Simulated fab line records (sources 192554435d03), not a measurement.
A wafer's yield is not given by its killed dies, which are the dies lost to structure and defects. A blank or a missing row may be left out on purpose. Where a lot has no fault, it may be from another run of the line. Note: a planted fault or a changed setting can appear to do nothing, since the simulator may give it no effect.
Matching of chambers :: flow n5Finfet :: N5_BEOL_M7_CURE_75 on uvCure-02: 3 sister chambers
The step cures SiCOH lowk, time 120 s. 3 wafers are shown with their chamber, then 9 later ones without.

## EACH WAFER AND ITS CHAMBER
wafer: L076.6
chamber: 1
wafer_temp_C_max: 372.1

wafer: L085.5
chamber: 2
wafer_temp_C_max: 371.1

wafer: L089.5
chamber: 0
wafer_temp_C_max: 371.7

## WAFERS WITHOUT THEIR CHAMBER
wafer: L091.2
wafer_temp_C_max: 371.8

wafer: L091.4
wafer_temp_C_max: 372.6

wafer: L091.6
wafer_temp_C_max: 372.9

wafer: L097.3
wafer_temp_C_max: 371.5

wafer: L097.4
wafer_temp_C_max: 371.6

wafer: L097.5
wafer_temp_C_max: 371.1

wafer: L096.2
wafer_temp_C_max: 371.4

wafer: L096.4
wafer_temp_C_max: 371.5

wafer: L096.5
wafer_temp_C_max: 371.2

## WHICH CHAMBER EACH ONE RAN IN
wafer: L091.2
from the rows above: can't be placed: 0 or 1 or 2
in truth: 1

wafer: L091.4
from the rows above: can't be placed: 1 or 0
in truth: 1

wafer: L091.6
from the rows above: can't be placed: 1 or 0
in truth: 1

wafer: L097.3
from the rows above: can't be placed: 0 or 2 or 1
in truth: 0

wafer: L097.4
from the rows above: can't be placed: 0 or 1 or 2
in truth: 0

wafer: L097.5
from the rows above: can't be placed: 2 or 0
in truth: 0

wafer: L096.2
from the rows above: can't be placed: 2 or 0 or 1
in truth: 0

wafer: L096.4
from the rows above: can't be placed: 0 or 2 or 1
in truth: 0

wafer: L096.5
from the rows above: can't be placed: 2 or 0
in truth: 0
Correctly placed: 0 of 9. Can't be placed from these rows: 9 (the true chamber is among the candidates in 9). Number placed wrongly: 0.
How it was worked out, from the rows above alone: a wafer's distance from a chamber is the root of the sum, over the readings, of the square of ((its reading less the chamber's mean) divided by the reading's scatter). If the next closest chamber is less than 2 further off than the closest, the wafer can't be placed; otherwise it belongs to the closest. A chamber's mean is the mean of its shown wafers. The scatter (one wafer shown for each chamber): square how far every hidden wafer sits from the nearest shown wafer, average those squares and take the square root.
